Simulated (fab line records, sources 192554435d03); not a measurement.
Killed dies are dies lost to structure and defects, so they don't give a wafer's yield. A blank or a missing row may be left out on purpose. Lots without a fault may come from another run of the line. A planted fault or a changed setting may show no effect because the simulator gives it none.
Problem report in the 8D (eight disciplines) form, filled by code | flow n5_finfet | the parts of the form that need people (team, actions taken, sign-off) are left out

1. THE PROBLEM
platen_rpm at N5_BEOL_M5_CMP_52 reads a mean of 47.98 rpm on 2 wafers of 1 lot; wafers without a fault read 50.00 rpm with a standard deviation of 0.036. That is -56 standard deviations from the usual mean.
The step: polishes, stops on SiCOH lowk, t overpolish 6.9 s, target thk 62 nm.
First seen on wafer L679.1, day 11 16:58, on cmp-04. The record holds 36 wafers of 12 lots with a number at this step. Rule for "out", or "out of limits": more than 4 standard deviations from the usual mean. The other wafers with a number count as sound.

2. WHAT IT IS AND WHAT IT IS NOT
question                    | is                | is not
which readings at this step | platen_rpm        | motor_current_A, overpolish_run_s, time_to_endpoint_s
which lots                  | L679              | L669, L671, L672, L673, L674, L675, L677, L678, L687, L690, L692
which wafers of those lots  | L679.1, L679.6    | L679.2
read on which tools         | cmp-04            | cmp-01, cmp-02
when                        | from day 11 16:58 | up to then (25 sound wafers); but 9 sound wafers of L687, L690, L692 came after

3. SUSPECTS, AND WHAT RULES EACH OUT
Counting: a tool at a process step up to the reading stays a suspect if it ran every lot that is out. Sound lots after the first of them don't rule it out here, since some wafers of a struck lot are sound.
- pvd_sputter-02 at N5_BEOL_M5_ANNEAL_49 (time 1800 s): kept. It ran the lot that is out, L679 (day 11 12:11); its last sound lot up to then is L671 (day 9 02:32).
- pvd_sputter-02 at N5_BEOL_M5_ANNEAL_84 (time 1800 s): kept. It ran the lot that is out, L679 (day 11 14:21); its last sound lot up to then is L671 (day 9 04:43).
- cmp-04 at N5_BEOL_M5_CMP_52 (polishes, stops on SiCOH lowk, t overpolish 6.9 s, target thk 62 nm): kept. It ran the lot that is out, L679 (day 11 16:58); its last sound lot up to then is L678 (day 10 18:25). Its own readings are out on those wafers: platen_rpm.
- Within cmp-04 at N5_BEOL_M5_CMP_52: the wafers that are out ran in chamber 2; their sound lot-mates ran in chamber 3.
Left after counting: pvd_sputter-02 at N5_BEOL_M5_ANNEAL_49, pvd_sputter-02 at N5_BEOL_M5_ANNEAL_84, cmp-04 at N5_BEOL_M5_CMP_52.

4. THE CAUSE (what the simulator had put in)
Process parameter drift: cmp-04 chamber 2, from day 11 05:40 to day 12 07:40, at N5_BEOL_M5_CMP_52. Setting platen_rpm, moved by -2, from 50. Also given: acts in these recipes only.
Counting left 3 suspects, and this tool is among them.

5. THE CHAIN OF EFFECTS, in route order
Each row: a reading whose mean over the struck wafers that have a number lies more than 3 standard deviations from the usual. Only readings for which the record gives a usual standard deviation are gone through. hours: the time from each lot's start at the first step in this table that gives one to its start at this step, as a median over the lots. sigmas: the change in usual standard deviations.
hours | step              | reading                  | usual     | on struck wafers | change | sigmas
0     | N5_BEOL_M5_CMP_52 | barrier_field_endpoint_s | 24.4 s    | 26.4             | +2.0   | +3.6
0     | N5_BEOL_M5_CMP_52 | platen_rpm               | 50.00 rpm | 47.98            | -2.02  | -56
The process steps in it:
- N5_BEOL_M5_CMP_52: polishes, stops on SiCOH lowk, t overpolish 6.9 s, target thk 62 nm.

6. WHAT WOULD HAVE CAUGHT IT SOONER
In this record the first reading out of limits was taken at day 11 16:58, 11 hours after the fault began at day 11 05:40.
